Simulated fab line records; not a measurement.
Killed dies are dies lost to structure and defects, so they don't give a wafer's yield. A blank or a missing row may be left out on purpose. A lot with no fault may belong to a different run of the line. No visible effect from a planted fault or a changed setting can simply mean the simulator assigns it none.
Matching of chambers | flow n5Finfet | N5_BEOL_M0_SAQP_SPACER2_ETCHBACK_27 on rieDiel-02 has 4 sister chambers
The step etches SiO2 in CHF3/O2, target depth 22.5 nm, time 11.25 s. 14 wafers are shown with their chamber, then 7 later ones without.

## WAFERS, EACH WITH ITS CHAMBER
wafer  | chamber | drypumpMotorCurrentA (A) | throttleValvePct (%) | showerheadPlenumPTorr (Torr)
L075.1 | 2       | 5.7                      | 18.90                | 2.48
L075.2 | 1       | 5.2                      | 18.52                | 2.32
L075.6 | 1       | 5.2                      | 18.54                | 2.32
L077.2 | 0       | 5.9                      | 19.46                | 2.30
L077.3 | 1       | 5.2                      | 18.55                | 2.32
L077.6 | 2       | 5.8                      | 18.92                | 2.48
L081.1 | 1       | 5.2                      | 18.54                | 2.31
L081.3 | 2       | 5.8                      | 18.91                | 2.48
L081.5 | 2       | 5.8                      | 18.93                | 2.47
L083.2 | 0       | 5.9                      | 19.48                | 2.30
L083.3 | 1       | 5.2                      | 18.55                | 2.31
L083.5 | 1       | 5.2                      | 18.56                | 2.31
L086.1 | 3       | 6.4                      | 18.97                | 2.37
L086.4 | 0       | 5.9                      | 19.50                | 2.29

SIGNATURES (means of the wafers above)
reading               | chamber 0 | chamber 1 | chamber 2 | chamber 3 | scatter within a chamber
drypumpMotorCurrentA  | 5.900     | 5.200     | 5.775     | 6.400     | 0.0274
throttleValvePct      | 19.4800   | 18.5433   | 18.9150   | 18.9700   | 0.0149
showerheadPlenumPTorr | 2.2967    | 2.3150    | 2.4775    | 2.3700    | 0.0054
Rule: for each reading, subtract the chamber's mean from the wafer's reading, divide by that reading's scatter and square the result; add these up over the readings and take the root, which gives the wafer's distance from the chamber. The wafer belongs to the nearest chamber; if the next one is less than 2 further off, it can't be placed. The scatter: the root of (the sum of the squares of (reading less its chamber's mean) over the shown wafers, divided by (wafers less chambers)).

## WAFERS MISSING THEIR CHAMBER
wafer  | drypumpMotorCurrentA (A) | throttleValvePct (%) | showerheadPlenumPTorr (Torr)
L086.5 | 6.4                      | 18.98                | 2.37
L088.3 | 5.2                      | 18.57                | 2.31
L088.4 | 5.9                      | 19.50                | 2.29
L088.6 | 5.9                      | 19.50                | 2.29
L093.1 | 5.9                      | 19.49                | 2.29
L093.2 | 5.2                      | 18.59                | 2.30
L093.5 | 5.8                      | 18.96                | 2.47

## THE CHAMBER EACH PASSED THROUGH
wafer  | from the rows above | in truth
L086.5 | 3                   | 3
L088.3 | 1                   | 1
L088.4 | 0                   | 0
L088.6 | 0                   | 0
L093.1 | 0                   | 0
L093.2 | 1                   | 1
L093.5 | 2                   | 2
Placed correctly: 7 of 7. Not placeable from these rows: 0. Placed wrongly: 0.
